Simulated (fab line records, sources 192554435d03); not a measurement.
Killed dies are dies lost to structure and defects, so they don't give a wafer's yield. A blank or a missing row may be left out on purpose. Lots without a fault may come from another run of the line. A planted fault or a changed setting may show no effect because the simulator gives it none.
fab line records | flow n5_finfet
record lots=23 wafers=69 last_day=17
route steps=1938 shown BEOL_M5@1130
lots that met no fault: from a run of the same line without faults
start_h: hours from the record's first day to the start of the lot's first wafer shown | wait_h: hours since the lot's step before | " the same as in the row above | L1.1+2: a row that stands for several wafers | - no value, or no start given | * or withheld: withheld | < > ~ a bound
route shown NAME@n: a module of which the file shows steps, and the number in the route of the first | usual: mean/standard deviation of fault-free wafers | same: alike in all rows | chamber/n: place in a boat | sites: the reading at each site | _std_site: their standard deviation | _edge_site: outer sites' mean less inner sites' | radius_mm: how far each site lies from the wafer's centre | mask NAME#n: copy n | behind: the tool/chamber that last shaped the wafer | hold: why the lot was held/for how many hours/how that ended | device: the transistor (n, p or np) that didn't switch | end of line: the same wafers' tests at the end of the route | a step without rows: its recipe alone | killed: dies lost to structure and defects at the first sort, not the wafer's yield | map: a wafer's dies, x killed, . not, _ none there
set.NAME: the setting as run; set.NAME@STEP: as run at that earlier step | model.NAME: the simulator's own value behind a step, which no gauge read
steps of the route over a sample of lots; a table a step, a row a wafer
services: from which hour (start_h, from the record's first day; less than 0 if before it) a tool's chamber was out of use, for how many hours, and why
## steps
# step N5_BEOL_M5_ETCH_72
# recipe chemistry=N2/H2 target=underlayer target_depth_a=65 mask_material=CAR-EUV time_s=5.2 ion_energy_ev=200 pressure_mtorr=30 source_w=840 bias_w=150 n2_flow_sccm=200 h2_flow_sccm=200 ends=cleared
# usual drypump_motor_current_A=5.5/0.44 etch_rf_on_time_s=5.15/0.12 oes_product_au=0.70/0.09 rf_vpp_V=524.9/3 showerhead_plenum_p_Torr=2.58/0.097 throttle_valve_pct=17.85/0.29
# columns lot.wafer tool chamber start_h wait_h drypump_motor_current_A etch_rf_on_time_s oes_product_au rf_hours_counter_h rf_vpp_V showerhead_plenum_p_Torr throttle_valve_pct
L074.2 rie_diel-02 2 182.08 0.0 5.5 5.10 0.61 211 526.6 2.64 18.11
L074.4 " 3 " " 6.0 5.17 0.60 249 525.9 2.62 18.41
L074.5 " 1 " " 6.0 5.29 0.57 - 520.9 2.38 17.44
L076.2 rie_diel-04 3 189.40 0.0 5.9 5.44 0.60 211 530.1 2.60 18.25
L076.5 " 1 " " 5.4 5.33 0.62 - 524.1 2.55 18.00
L076.6 " 0 " " 5.6 5.06 0.79 - 524.0 2.59 17.43
L077.2 rie_diel-06 2 197.31 0.0 4.7 5.06 0.86 0 529.3 2.72 17.87
L077.4 " 1 " " 5.8 5.00 0.78 26 524.1 2.47 17.47
L077.6 " 2 " " 4.7 5.10 0.84 - 529.1 2.72 17.87
L078.3 rie_diel-06 2 208.67 0.0 4.7 5.09 0.82 3 527.9 2.72 17.90
L078.4 " 0 " " 4.8 5.11 0.63 206 519.5 2.41 18.05
L078.6 " 0 " " 4.8 5.12 0.62 - 520.2 2.41 18.02
L079.2 rie_diel-02 2 209.18 0.0 5.5 5.25 0.59 222 524.8 2.63 18.16
L079.3 " 0 " " 5.8 5.15 0.78 23 527.8 2.70 17.65
L079.4 " 3 " " 6.0 5.22 0.85 1 526.6 2.62 17.91
L080.2 rie_diel-02 1 212.21 0.0 6.0 5.34 0.58 248 516.3 2.37 17.47
L080.4 " 3 " " 5.9 5.27 0.84 2 524.0 2.61 17.92
L080.6 " 3 " " 5.9 5.22 0.84 - 523.8 2.61 17.90
L081.1 rie_diel-04 1 224.71 0.0 5.4 5.28 0.63 170 523.8 2.55 18.04
L081.4 " 0 " " 5.6 5.11 0.77 36 524.5 2.59 17.42
L081.6 " 3 " " 5.8 5.34 0.59 - 527.4 2.60 18.24
L083.3 rie_diel-02 0 233.43 0.0 5.9 5.08 0.78 33 528.0 2.70 17.63
L083.4 " 2 " " 5.5 5.11 0.60 - 525.9 2.63 18.17
L083.5 " 3 " " 5.9 5.18 0.80 - 526.0 2.61 17.92
L082.2 rie_diel-02 2 241.73 0.0 5.5 5.19 0.60 236 524.3 2.63 18.17
L082.5 " 3 " " 5.9 5.28 0.81 - 525.7 2.61 17.95
L082.6 " 2 " " 5.5 5.18 0.59 - 527.1 2.63 18.18
L084.2 rie_diel-06 2 241.93 0.0 4.7 5.13 0.78 13 528.9 2.71 17.93
L084.4 " 1 " " 5.8 5.01 0.74 38 523.6 2.47 17.52
L084.6 " 0 " " 4.8 5.22 0.61 - 520.0 2.41 18.04
L085.1 rie_diel-02 0 242.80 0.0 5.9 5.04 0.77 37 528.5 2.70 17.64
L085.2 " 2 " " 5.5 5.19 0.59 236 526.9 2.63 18.16
L085.6 " 0 " " 5.9 5.02 0.76 - 529.3 2.69 17.64
L087.1 rie_diel-04 1 245.70 0.0 5.3 5.29 0.63 177 523.7 2.55 18.01
L087.5 " 2 " " 5.2 4.98 0.72 - 525.4 2.59 17.68
L087.6 " 3 " " 5.9 5.33 0.60 - 524.6 2.60 18.27
L086.2 rie_diel-06 2 251.90 0.0 4.7 5.10 0.78 16 529.8 2.71 17.88
L086.3 " 0 " " 4.8 5.21 0.61 220 519.1 2.41 18.06
L086.6 " 1 " " 5.8 5.03 0.75 - 524.6 2.46 17.52
L089.2 rie_diel-04 2 259.84 0.0 5.2 5.06 0.72 61 525.6 2.59 17.68
L089.4 " 1 " " 5.4 5.29 0.62 181 521.9 2.54 18.03
L089.5 " 3 " " 5.9 5.35 0.59 - 525.2 2.60 18.26
L088.1 rie_diel-02 3 275.13 0.0 5.9 5.21 0.78 25 524.6 2.60 17.94
L088.2 " 2 " " 5.5 5.19 0.59 247 527.5 2.62 18.22
L088.3 " 0 " " 5.8 5.07 0.75 47 531.1 2.69 17.67
L090.2 rie_diel-06 0 279.44 0.0 4.8 5.20 0.61 228 519.4 2.41 18.11
L090.3 " 2 " " 4.7 5.07 0.76 24 527.7 2.71 17.90
L090.6 " 0 " " 4.8 5.19 0.61 - 519.2 2.41 18.06
L091.2 rie_diel-04 0 283.08 0.0 5.6 5.01 0.76 53 527.6 2.58 17.47
L091.3 " 2 " " 5.2 5.05 0.71 68 524.1 2.58 17.68
L091.6 " 0 " " 5.6 5.03 0.75 - 524.5 2.58 17.49
L092.2 rie_diel-06 0 283.27 0.0 4.8 5.20 0.61 229 521.7 2.41 18.06
L092.3 " 2 " " 4.6 5.12 0.76 26 527.7 2.71 17.92
L092.4 " 3 " " 4.8 5.19 0.58 245 525.4 2.62 18.08
L093.1 rie_diel-06 1 283.99 0.0 5.8 4.98 0.73 51 522.0 2.46 17.53
L093.2 " 3 " " 4.8 5.14 0.59 245 526.8 2.62 18.07
L093.5 " 2 " " 4.7 5.10 0.76 - 527.7 2.71 17.93
L094.1 rie_diel-04 2 300.58 0.0 5.3 5.05 0.71 73 526.2 2.58 17.72
L094.5 " 2 " " 5.3 5.00 0.71 - 524.0 2.58 17.72
L094.6 " 1 " " 5.4 5.29 0.61 - 522.3 2.54 18.06
L095.1 rie_diel-02 3 302.33 0.0 5.9 5.24 0.76 35 525.0 2.60 18.00
L095.3 " 1 " " 6.0 5.29 0.76 17 527.3 2.68 17.02
L095.4 " 0 " " 5.8 5.04 0.72 57 525.9 2.69 17.67
L096.1 rie_diel-04 2 304.58 0.0 5.2 5.02 0.70 74 525.8 2.58 17.73
L096.3 " 1 " " 5.3 5.23 0.60 194 524.2 2.54 18.06
L096.4 " 0 " " 5.6 4.93 0.76 59 526.1 2.58 17.51
L097.2 rie_diel-06 0 314.07 0.0 4.8 5.25 0.60 241 521.0 2.40 18.10
L097.4 " 3 " " 4.8 4.98 0.86 1 526.4 2.62 17.56
L097.5 " 0 " " 4.8 5.23 0.60 - 520.5 2.40 18.10
# step N5_BEOL_M5_STRIP_19
# recipe chemistry=O2 power_w=400 temp_c=40 pressure_mtorr=30 rf_frequency_hz=6e+07 bias_power_w=0 overash_fraction=0.2 o2_flow_sccm=225
# usual drypump_motor_current_A=5.5/0.45 oes_product_au=0.81/0.1 rf_vpp_V=3.7/0.5 showerhead_plenum_p_Torr=2.14/0.067 throttle_valve_pct=16.7/0.32
# same overash_fraction=0.2
# columns lot.wafer tool chamber start_h wait_h drypump_motor_current_A oes_product_au rf_hours_counter_h rf_vpp_V showerhead_plenum_p_Torr throttle_valve_pct
L074.2 rie_diel-02 3 182.40 0.1 5.9 0.71 249 4.3 2.15 17.1
L074.4 " 0 " " 5.8 0.97 12 4.2 2.23 16.4
L074.5 " 3 " " 5.9 0.70 - 3.5 2.16 17.1
L076.2 rie_diel-02 2 189.87 0.2 5.5 0.70 213 3.4 2.18 17.0
L076.5 " 1 " " 6.0 0.67 - 3.5 2.00 16.7
L076.6 " 2 " " 5.5 0.70 - 3.9 2.18 17.0
L077.2 rie_diel-04 0 197.64 0.1 5.6 0.92 28 3.5 2.13 16.3
L077.4 " 2 " " 5.2 0.86 42 4.7 2.15 16.4
L077.6 " 3 " " 5.8 0.72 - 3.1 2.19 17.3
L078.3 rie_diel-06 1 209.00 0.1 5.8 0.88 29 3.8 2.07 16.6
L078.4 " 0 " " 4.8 0.73 207 3.8 1.99 16.9
L078.6 " 3 " " 4.8 0.68 - 3.9 2.16 16.8
L079.2 rie_diel-06 0 209.51 0.1 4.8 0.73 207 3.7 1.99 16.9
L079.3 " 3 " " 4.8 0.69 223 3.8 2.17 16.8
L079.4 " 2 " " 4.7 0.94 3 3.7 2.21 16.5
L080.2 rie_diel-02 3 212.62 0.2 5.9 0.99 3 3.0 2.15 16.5
L080.4 " 1 " " 6.0 0.67 248 3.9 2.00 16.7
L080.6 " 2 " " 5.5 0.69 - 3.4 2.17 17.0
L081.1 rie_diel-04 2 225.03 0.1 5.2 0.85 51 3.4 2.14 16.4
L081.4 " 3 " " 5.9 0.72 221 3.6 2.18 17.3
L081.6 " 3 " " 5.9 0.72 - 4.2 2.19 17.3
L083.3 rie_diel-06 3 233.75 0.1 4.8 0.69 231 2.9 2.16 16.8
L083.4 " 2 " " 4.7 0.91 11 3.3 2.21 16.5
L083.5 " 2 " " 4.7 0.91 - 2.8 2.21 16.5
L082.2 rie_diel-06 0 242.13 0.2 4.8 0.72 217 3.0 1.99 16.9
L082.5 " 2 " " 4.6 0.92 - 3.6 2.21 16.4
L082.6 " 3 " " 4.8 0.68 - 3.4 2.16 16.8
L084.2 rie_diel-06 2 242.27 0.1 4.7 0.91 14 3.1 2.21 16.5
L084.4 " 1 " " 5.8 0.88 38 3.9 2.07 16.7
L084.6 " 0 " " 4.8 0.72 - 4.3 1.99 16.9
L085.1 rie_diel-06 0 243.13 0.1 4.8 0.73 217 4.1 1.99 16.9
L085.2 " 1 " " 5.8 0.88 38 3.5 2.07 16.7
L085.6 " 2 " " 4.6 0.91 - 2.8 2.21 16.5
L087.1 rie_diel-04 0 246.14 0.2 5.6 0.89 42 4.5 2.12 16.3
L087.5 " 3 " " 5.8 0.72 - 4.0 2.18 17.4
L087.6 " 0 " " 5.6 0.90 - 3.8 2.12 16.3
L086.2 rie_diel-04 3 252.22 0.1 5.8 0.72 229 2.8 2.18 17.3
L086.3 " 0 " " 5.6 0.89 44 3.3 2.12 16.3
L086.6 " 0 " " 5.6 0.90 - 4.5 2.12 16.3
L089.2 rie_diel-02 3 260.16 0.1 5.9 0.91 20 4.5 2.15 16.6
L089.4 " 2 " " 5.5 0.68 - 3.5 2.16 17.0
L089.5 " 0 " " 5.8 0.89 - 4.0 2.22 16.4
L088.1 rie_diel-02 3 275.57 0.2 5.9 0.91 25 4.1 2.15 16.6
L088.2 " 1 " " 6.0 0.93 6 3.1 2.26 16.2
L088.3 " 2 " " 5.5 0.67 247 4.2 2.16 17.0
L090.2 rie_diel-04 1 280.08 0.4 5.3 0.73 187 3.2 2.10 16.7
L090.3 " 0 " " 5.6 0.89 52 3.0 2.12 16.3
L090.6 " 3 " " 5.9 0.70 - 3.4 2.18 17.4
L091.2 rie_diel-04 1 283.40 0.1 5.4 0.72 188 5.0 2.10 16.8
L091.3 " 0 " " 5.6 0.88 53 4.1 2.12 16.4
L091.6 " 3 " " 5.9 0.71 - 3.8 2.18 17.4
L092.2 rie_diel-02 3 283.60 0.1 5.9 0.90 28 3.0 2.15 16.6
L092.3 " 1 " " 6.0 0.92 9 2.9 2.26 16.3
L092.4 " 2 " " 5.5 0.67 250 3.3 2.16 17.0
L093.1 rie_diel-02 0 284.49 0.3 5.8 0.89 50 3.6 2.22 16.5
L093.2 " 3 " " 5.9 0.91 28 4.3 2.14 16.6
L093.5 " 1 " " 6.0 0.92 - 3.9 2.26 16.3
L094.1 rie_diel-04 1 300.90 0.1 5.3 0.71 193 3.2 2.10 16.8
L094.5 " 3 " " 5.9 0.71 - 3.4 2.18 17.4
L094.6 " 0 " " 5.6 0.89 - 2.8 2.12 16.3
L095.1 rie_diel-04 1 302.68 0.1 5.3 0.71 194 3.7 2.10 16.8
L095.3 " 3 " " 5.8 0.71 244 3.7 2.18 17.4
L095.4 " 2 " " 5.2 0.82 74 3.7 2.14 16.4
L096.1 rie_diel-04 0 304.90 0.1 5.6 0.88 59 3.2 2.12 16.4
L096.3 " 2 " " 5.2 0.82 74 4.0 2.14 16.4
L096.4 " 3 " " 5.9 0.71 244 4.2 2.18 17.4
L097.2 rie_diel-02 0 314.57 0.3 5.8 0.87 61 3.0 2.22 16.5
L097.4 " 3 " " 5.9 0.90 40 4.1 2.14 16.6
L097.5 " 3 " " 5.9 0.90 - 4.0 2.14 16.6
# step N5_BEOL_M5_STRIP_91
# recipe chemistry=N2/H2 time_s=10 power_w=450 temp_c=40 pressure_mtorr=20 rf_frequency_hz=6e+07 bias_power_w=7 n2_flow_sccm=200 h2_flow_sccm=200
# usual drypump_motor_current_A=5.4/0.48 oes_product_au=0.83/0.1 rf_vpp_V=59.3/0.94 showerhead_plenum_p_Torr=2.59/0.092 throttle_valve_pct=23.6/0.43
# columns lot.wafer tool chamber start_h wait_h drypump_motor_current_A oes_product_au rf_hours_counter_h rf_vpp_V showerhead_plenum_p_Torr throttle_valve_pct
L074.2 rie_diel-02 0 - - 5.8 0.97 12 59.5 2.70 23.5
L074.4 " 3 " " 5.9 0.71 249 60.3 2.61 24.4
L074.5 " 1 " " 6.0 0.67 - 58.2 2.37 22.9
L076.2 rie_diel-06 0 - - 4.8 0.74 201 58.7 2.41 23.7
L076.5 " 1 " " 5.8 0.91 - 59.6 2.47 23.1
L076.6 " 0 " " 4.8 0.73 - 59.8 2.41 23.7
L077.2 rie_diel-04 1 - - 5.4 0.75 161 58.2 2.55 24.0
L077.4 " 2 " " 5.2 0.86 42 59.4 2.59 23.6
L077.6 " 1 " " 5.4 0.75 - 59.4 2.55 24.0
L078.3 rie_diel-04 2 - - 5.2 0.86 47 58.9 2.59 23.6
L078.4 " 1 " " 5.4 0.75 165 59.2 2.55 24.0
L078.6 " 3 " " 5.8 0.73 - 59.6 2.60 24.0
L079.2 rie_diel-06 1 - - 5.8 0.90 30 58.3 2.46 23.2
L079.3 " 0 " " 4.8 0.74 207 60.3 2.41 23.7
L079.4 " 3 " " 4.8 0.68 224 61.5 2.63 23.9
L080.2 rie_diel-06 2 - - 4.6 0.94 5 58.8 2.71 23.9
L080.4 " 1 " " 5.8 0.88 31 56.7 2.46 23.1
L080.6 " 2 " " 4.6 0.94 - 59.6 2.71 23.9
L081.1 rie_diel-06 2 - - 4.7 0.91 9 60.0 2.71 23.9
L081.4 " 2 " " 4.6 0.92 - 58.3 2.71 23.9
L081.6 " 0 " " 4.8 0.72 - 59.3 2.41 23.7
L083.3 rie_diel-04 1 - - 5.4 0.73 173 58.5 2.54 24.0
L083.4 " 3 " " 5.9 0.72 224 58.0 2.59 24.0
L083.5 " 3 " " 5.8 0.72 - 60.2 2.60 24.1
L084.2 rie_diel-04 0 - - 5.6 0.90 41 60.4 2.58 23.1
L084.4 " 3 " " 5.8 0.71 227 59.0 2.59 24.0
L084.6 " 0 " " 5.6 0.90 - 61.0 2.58 23.1
L082.2 rie_diel-04 2 - - 5.2 0.84 56 58.9 2.58 23.6
L082.5 " 1 " " 5.3 0.74 - 59.9 2.54 24.0
L082.6 " 2 " " 5.2 0.84 - 58.7 2.58 23.6
L085.1 rie_diel-02 3 - - 5.9 0.94 16 58.5 2.61 23.9
L085.2 " 0 " " 5.8 0.90 38 59.0 2.69 23.5
L085.6 " 2 " " 5.5 0.69 - 58.4 2.62 23.9
L087.1 rie_diel-02 3 - - 5.9 0.93 17 59.1 2.60 23.9
L087.5 " 0 " " 5.8 0.90 - 59.6 2.69 23.6
L087.6 " 1 " " 6.0 0.97 - 59.7 2.68 22.5
L086.2 rie_diel-02 2 - - 5.5 0.68 239 58.2 2.62 23.9
L086.3 " 0 " " 5.8 0.91 40 58.9 2.69 23.5
L086.6 " 2 " " 5.5 0.68 - 58.6 2.62 23.9
L089.2 rie_diel-02 2 - - 5.5 0.68 242 60.0 2.62 23.9
L089.4 " 1 " " 6.0 0.95 2 58.4 2.68 22.5
L089.5 " 1 " " 6.0 0.96 - 59.1 2.68 22.5
L088.1 rie_diel-06 3 - - 4.8 0.68 243 60.0 2.62 23.9
L088.2 " 1 " " 5.8 0.86 49 58.4 2.46 23.2
L088.3 " 0 " " 4.8 0.72 227 58.2 2.40 23.7
L090.2 rie_diel-06 2 - - 4.7 0.88 26 59.5 2.70 23.9
L090.3 " 1 " " 5.8 0.86 51 58.0 2.46 23.2
L090.6 " 3 " " 4.8 0.68 - 60.4 2.62 24.0
L091.2 rie_diel-04 1 - - 5.3 0.72 189 58.9 2.54 24.0
L091.3 " 3 " " 5.8 0.70 238 58.9 2.59 24.1
L091.6 " 0 " " 5.6 0.87 - 58.6 2.57 23.2
L092.2 rie_diel-06 1 - - 5.8 0.85 51 58.2 2.46 23.2
L092.3 " 3 " " 4.8 0.67 245 58.9 2.62 23.9
L092.4 " 0 " " 4.8 0.72 229 59.5 2.40 23.8
L093.1 rie_diel-02 1 - - 6.0 0.91 10 58.5 2.68 22.5
L093.2 " 3 " " 5.9 0.92 29 58.6 2.60 24.0
L093.5 " 3 " " 5.9 0.91 - 59.2 2.60 24.0
L094.1 rie_diel-02 3 - - 6.0 0.90 36 59.5 2.60 24.0
L094.5 " 3 " " 5.9 0.90 - 57.6 2.60 24.0
L094.6 " 0 " " 5.8 0.87 - 58.9 2.68 23.6
L095.1 rie_diel-02 2 - - 5.5 0.98 3 59.3 2.61 23.6
L095.3 " 0 " " 5.8 0.87 57 59.3 2.68 23.6
L095.4 " 3 " " 5.9 0.90 36 58.2 2.60 24.0
L096.1 rie_diel-02 0 - - 5.8 0.87 59 59.7 2.68 23.6
L096.3 " 3 " " 5.9 0.90 37 60.1 2.60 24.0
L096.4 " 1 " " 6.0 0.88 18 59.9 2.67 22.5
L097.2 rie_diel-06 1 - - 5.8 0.84 63 59.8 2.45 23.2
L097.4 " 0 " " 4.8 0.72 242 59.6 2.40 23.8
L097.5 " 2 " " 4.6 0.87 - 60.2 2.70 23.9
# step N5_BEOL_M5_SURFACE_TREAT_87
# recipe gas=Ar time_s=* ion_energy_ev=* ion_current_ma_cm2=0.5 pressure_mtorr=* ar_flow_sccm=30
# usual pressure_mtorr=* throttle_valve_pct=*
# columns lot.wafer tool chamber start_h wait_h pressure_mtorr throttle_valve_pct
L074.2 pvd_sputter-03 - 185.12 0.4 * *
L074.4 " - " " * *
L074.5 " - " " * *
L076.2 pvd_sputter-02 - 192.01 0.1 * *
L076.5 " - " " * *
L076.6 " - " " * *
L077.2 pvd_sputter-02 - 200.26 0.8 * *
L077.4 " - " " * *
L077.6 " - " " * *
L078.3 pvd_sputter-03 - 211.87 0.2 * *
L078.4 " - " " * *
L078.6 " - " " * *
L079.2 pvd_sputter-01 - 211.98 0.2 * *
L079.3 " - " " * *
L079.4 " - " " * *
L080.2 pvd_sputter-01 - 216.48 0.1 * *
L080.4 " - " " * *
L080.6 " - " " * *
L081.1 pvd_sputter-01 - 227.23 0.3 * *
L081.4 " - " " * *
L081.6 " - " " * *
L083.3 pvd_sputter-02 - 236.59 0.1 * *
L083.4 " - " " * *
L083.5 " - " " * *
L084.2 pvd_sputter-03 - 245.64 0.1 * *
L084.4 " - " " * *
L084.6 " - " " * *
L082.2 pvd_sputter-01 - 245.95 0.2 * *
L082.5 " - " " * *
L082.6 " - " " * *
L085.1 pvd_sputter-01 - 246.09 0.2 * *
L085.2 " - " " * *
L085.6 " - " " * *
L087.1 pvd_sputter-03 - 253.61 0.2 * *
L087.5 " - " " * *
L087.6 " - " " * *
L086.2 pvd_sputter-01 - 254.27 0.1 * *
L086.3 " - " " * *
L086.6 " - " " * *
L089.2 pvd_sputter-02 - 263.31 0.2 * *
L089.4 " - " " * *
L089.5 " - " " * *
L088.1 pvd_sputter-01 - 278.94 0.2 * *
L088.2 " - " " * *
L088.3 " - " " * *
L090.2 pvd_sputter-01 - 284.58 0.2 * *
L090.3 " - " " * *
L090.6 " - " " * *
L091.2 pvd_sputter-03 - 285.87 0.2 * *
L091.3 " - " " * *
L091.6 " - " " * *
L092.2 pvd_sputter-03 - 286.33 0.2 * *
L092.3 " - " " * *
L092.4 " - " " * *
L093.1 pvd_sputter-03 - 286.60 0.1 * *
L093.2 " - " " * *
L093.5 " - " " * *
L094.1 pvd_sputter-02 - 304.01 0.2 * *
L094.5 " - " " * *
L094.6 " - " " * *
L095.1 pvd_sputter-03 - 305.15 0.2 * *
L095.3 " - " " * *
L095.4 " - " " * *
L096.1 pvd_sputter-01 - 308.65 1.7 * *
L096.3 " - " " * *
L096.4 " - " " * *
L097.2 pvd_sputter-02 - 317.96 0.1 * *
L097.4 " - " " * *
L097.5 " - " " * *
# step N5_BEOL_M5_SPUTTER_48
# recipe material=Cu target_thk_a=150 temp_c=-20 chamber_pressure_pa=0.07 power_w=withheld time_s=27.62
# usual throttle_valve_pct=29.8/1.1
# columns lot.wafer tool chamber start_h wait_h throttle_valve_pct
L074.2 pvd_sputter-03 - 185.34 0.1 30.1
L074.4 " - " " 30.2
L074.5 " - " " 30.2
L076.2 pvd_sputter-03 - 192.26 0.1 29.3
L076.5 " - " " 29.6
L076.6 " - " " 29.0
L077.2 pvd_sputter-02 - 200.50 0.1 30.0
L077.4 " - " " 29.3
L077.6 " - " " 29.5
L078.3 pvd_sputter-03 - 212.15 0.1 30.3
L078.4 " - " " 30.1
L078.6 " - " " 29.4
L079.2 pvd_sputter-02 - 212.42 0.1 31.4
L079.3 " - " " 28.3
L079.4 " - " " 29.3
L080.2 pvd_sputter-03 - 216.75 0.1 30.2
L080.4 " - " " 30.3
L080.6 " - " " 29.4
L081.1 pvd_sputter-02 - 227.78 0.2 31.6
L081.4 " - " " 29.8
L081.6 " - " " 31.4
L083.3 pvd_sputter-02 - 236.81 0.1 28.2
L083.4 " - " " 31.5
L083.5 " - " " 28.4
L084.2 pvd_sputter-02 - 245.85 0.1 29.7
L084.4 " - " " 28.0
L084.6 " - " " 31.3
L082.2 pvd_sputter-01 - 246.17 0.1 31.0
L082.5 " - " " 28.9
L082.6 " - " " 30.9
L085.1 pvd_sputter-03 - 248.54 2.1 30.5
L085.2 " - " " 28.8
L085.6 " - " " 30.3
L087.1 pvd_sputter-03 - 254.05 0.1 29.4
L087.5 " - " " 29.5
L087.6 " - " " 29.3
L086.2 pvd_sputter-02 - 254.64 0.1 31.4
L086.3 " - " " 29.5
L086.6 " - " " 28.3
L089.2 pvd_sputter-01 - 263.57 0.1 29.0
L089.4 " - " " 31.9
L089.5 " - " " 30.9
L088.1 pvd_sputter-03 - 279.20 0.1 30.1
L088.2 " - " " 29.5
L088.3 " - " " 30.5
L090.2 pvd_sputter-01 - 285.02 0.3 31.9
L090.3 " - " " 31.0
L090.6 " - " " 31.1
L091.2 pvd_sputter-02 - 286.19 0.2 30.0
L091.3 " - " " 29.4
L091.6 " - " " 30.1
L092.2 pvd_sputter-03 - 286.64 0.2 29.5
L092.3 " - " " 29.1
L092.4 " - " " 30.3
L093.1 pvd_sputter-01 - 289.44 2.5 28.9
L093.2 " - " " 27.8
L093.5 " - " " 31.0
L094.1 pvd_sputter-01 - 304.22 0.1 31.2
L094.5 " - " " 31.0
L094.6 " - " " 29.1
L095.1 pvd_sputter-02 - 305.45 0.2 29.4
L095.3 " - " " 31.0
L095.4 " - " " 28.4
L096.1 pvd_sputter-01 - 308.89 0.1 31.8
L096.3 " - " " 31.0
L096.4 " - " " 28.0
L097.2 pvd_sputter-01 - 318.17 0.1 31.0
L097.4 " - " " 31.8
L097.5 " - " " 29.1
# step N5_BEOL_M5_CMP_52
# recipe stop_on=SiCOH_lowk t_overpolish_s=6.9 down_force_psi=1 platen_rpm=50 clearing_platen_down_force_psi=1.5 clearing_platen_rpm=50 post_cmp_clean=cu_alkaline target_thk_nm=62 clearing_platen_pad_velocity_m_s=0.99484 pad_velocity_m_s=0.99484
# usual barrier_field_endpoint_s=24.8/0.57 motor_current_A=5.9/0.54 overpolish_run_s=6.901/0.0099 time_to_endpoint_s=62.6/2.9
# columns lot.wafer tool chamber start_h wait_h barrier_field_endpoint_s motor_current_A overpolish_run_s time_to_endpoint_s
L074.2 cmp-01 1 190.18 0.2 25.6 6.7 6.893 66.6
L074.4 " 0 " " 24.5 5.7 6.906 64.6
L074.5 " 2 " " 25.4 5.6 6.884 65.8
L076.2 cmp-01 1 197.52 0.2 25.5 6.8 6.919 64.3
L076.5 " 0 " " 24.8 5.2 6.900 62.4
L076.6 " 1 " " 25.3 6.7 6.886 63.8
L077.4 cmp-03 1 205.54 0.2 24.7 5.5 6.907 63.9
L077.2 " 3 " " 24.2 5.9 6.899 63.4
L077.6 " 0 " " 25.1 5.6 6.886 67.0
L078.4 cmp-03 2 216.99 0.1 23.9 5.4 6.904 57.4
L078.3 " 3 " " 23.9 6.0 6.897 59.2
L078.6 " 3 " " 23.8 5.8 6.896 61.4
L079.4 cmp-03 3 217.31 0.2 24.8 5.6 6.907 59.6
L079.3 " 0 " " 25.5 5.2 6.896 65.1
L079.2 " 1 " " 25.1 5.2 6.913 60.7
L080.4 cmp-03 1 221.60 0.1 25.4 5.2 6.887 62.5
L080.2 " 0 " " 24.6 5.8 6.890 62.1
L080.6 " 2 " " 24.1 5.4 6.895 57.7
L081.1 cmp-02 3 232.63 0.3 24.6 5.9 6.896 61.8
L081.4 " 0 " " 24.9 6.6 6.899 58.7
L081.6 " 3 " " 25.0 5.6 6.897 63.0
L083.3 cmp-01 0 241.68 0.2 24.9 5.4 6.909 63.9
L083.4 " 2 " " 24.9 5.4 6.894 64.9
L083.5 " 0 " " 24.9 5.5 6.885 62.2
L084.2 cmp-02 2 250.72 0.2 24.9 5.9 6.903 67.5
L084.4 " 3 " " 25.3 6.0 6.902 62.4
L084.6 " 2 " " 25.5 5.8 6.907 68.4
L082.2 cmp-03 1 251.07 0.2 24.2 5.4 6.906 59.8
L082.5 " 0 " " 23.8 5.7 6.911 58.0
L082.6 " 1 " " 23.9 5.6 6.930 58.3
L085.2 cmp-02 0 253.46 0.3 24.6 6.7 6.895 65.6
L085.1 " 1 " " 25.2 5.7 6.913 63.9
L085.6 " 3 " " 24.9 5.6 6.905 62.1
L087.1 cmp-02 1 259.01 0.4 24.4 5.9 6.912 65.0
L087.6 " 2 " " 25.1 6.2 6.897 65.9
L087.5 " 3 " " 24.8 5.7 6.906 62.5
L086.3 cmp-03 3 259.57 0.2 25.0 5.8 6.908 61.8
L086.2 " 0 " " 25.4 5.3 6.893 66.1
L086.6 " 2 " " 24.9 5.5 6.904 61.1
L089.2 cmp-02 2 268.79 0.2 24.9 6.1 6.905 63.6
L089.4 " 0 " " 25.3 6.5 6.911 59.7
L089.5 " 3 " " 24.9 5.8 6.885 64.7
L088.2 cmp-02 1 284.04 0.2 25.0 5.7 6.917 61.6
L088.3 " 2 " " 25.2 5.9 6.895 62.9
L088.1 " 3 " " 25.3 5.7 6.907 60.9
L090.3 cmp-01 3 289.86 0.2 25.1 6.8 6.910 61.2
L090.2 " 0 " " 24.1 5.7 6.887 59.0
L090.6 " 0 " " 23.8 5.4 6.892 60.4
L091.3 cmp-01 1 291.11 0.2 24.9 6.9 6.896 67.1
L091.2 " 2 " " 25.6 5.8 6.909 67.6
L091.6 " 3 " " 24.9 7.1 6.900 65.2
L092.4 cmp-03 0 291.48 0.1 25.7 5.6 6.905 61.8
L092.3 " 1 " " 24.9 5.5 6.905 63.1
L092.2 " 2 " " 24.7 5.3 6.904 56.8
L093.2 cmp-03 0 294.33 0.2 24.3 5.3 6.894 63.0
L093.1 " 2 " " 24.1 5.7 6.921 57.6
L093.5 " 3 " " 23.9 6.1 6.902 58.8
L094.1 cmp-01 0 309.18 0.4 24.3 5.3 6.905 62.8
L094.6 " 1 " " 25.6 6.3 6.899 65.7
L094.5 " 2 " " 25.2 5.5 6.890 62.9
L095.4 cmp-03 3 310.30 0.1 23.9 5.8 6.897 53.7
L095.1 " 1 " " 23.9 5.4 6.916 60.1
L095.3 " 2 " " 23.5 5.5 6.895 55.8
L096.1 cmp-01 0 313.73 0.3 23.9 5.4 6.878 61.7
L096.3 " 1 " " 24.1 7.2 6.905 61.9
L096.4 " 3 " " 25.5 7.4 6.892 61.9
L097.2 cmp-02 3 323.02 0.2 24.5 5.6 6.901 63.9
L097.4 " 0 " " 25.3 6.5 6.884 63.0
L097.5 " 0 " " 24.3 6.1 6.889 61.7
## services
# columns tool chamber start_h hours kind
pvd_sputter-01 - 175.05 0.9 repair
cmp-03 - 185.86 5.9 repair
cmp-02 - 187.40 2.3 repair
rie_diel-02 3 188.65 - clean
rie_diel-04 - 189.90 2.8 pm
cmp-02 - 195.88 1.1 repair
cmp-03 - 203.28 1.0 repair
cmp-02 - 204.74 0.2 repair
cmp-03 - 208.51 0.7 repair
cmp-01 - 216.30 6.0 pm
rie_diel-06 1 224.30 2.0 repair
cmp-02 - 226.70 5.5 pm
cmp-03 - 228.00 4.0 pm
cmp-03 - 234.83 4.0 pm
rie_diel-04 0 239.88 1.8 repair
cmp-03 - 241.71 8.8 pm
cmp-01 - 248.49 9.0 repair
rie_diel-02 1 252.83 7.7 repair
cmp-01 - 262.95 3.7 repair
cmp-03 - 276.12 4.4 repair
cmp-01 - 281.95 4.0 pm
rie_diel-06 2 287.31 3.1 repair
cmp-02 - 294.69 4.3 pm
cmp-02 - 304.26 4.0 pm
## key
fault none
